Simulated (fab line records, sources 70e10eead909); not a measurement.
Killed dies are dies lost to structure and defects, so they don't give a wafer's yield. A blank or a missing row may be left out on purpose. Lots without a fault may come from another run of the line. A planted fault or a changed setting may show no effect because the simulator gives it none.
Which tool did it? | flow nand_harc | 11 lots, 33 wafers sampled, at 1 step of a route of 1302

WHAT THE GAUGES READ, wafer by wafer
NHARC_A_ONON_D2_THK_MEAS_05: measures by ellipsometry.
lot  | measured     | on            | thk_nm (nm)
L075 | day 12 17:35 | film_metro-01 | 996 996 996
L077 | day 14 03:23 | film_metro-02 | 997 999 1000
L079 | day 14 20:31 | film_metro-02 | 1000 1000 1001
L081 | day 15 09:01 | film_metro-02 | 1012 1013 1014
L085 | day 17 07:41 | film_metro-02 | 1010 1009 1008
L087 | day 17 18:44 | film_metro-02 | 975 976 974
L088 | day 18 11:35 | film_metro-02 | 995 993 993
L090 | day 19 15:16 | film_metro-02 | 992 993 994
L093 | day 20 04:45 | film_metro-01 | 1005 1003 1004
L094 | day 21 12:17 | film_metro-02 | 1011 1010 1013
L097 | day 21 18:20 | film_metro-01 | 1011 1009 1011

WHICH TOOL RAN EACH LOT (tool, then ch and the chambers of the sampled wafers, then the start)
The record holds no process step before these readings.

THE ANSWER, worked out from the rows above alone
Rule: what is usual is taken from the lots themselves. Put in order of their means at a reading, lots are off if they are a third of the lots or fewer, leave a main group of 4 or more, and stand apart from it by a gap of 3 or more times the standard deviation of the main group's means; of several such gaps the widest counts. A main group whose means are all the same, to the digits that the tables above print for the reading, isn't used. A lot without any number at a reading at which 4 lots or more have one is off too. The other lots that the step has rows for count as sound.
No lot is off at any reading shown: from this, nothing can be told.

WHAT THE SIMULATOR HAD PUT IN
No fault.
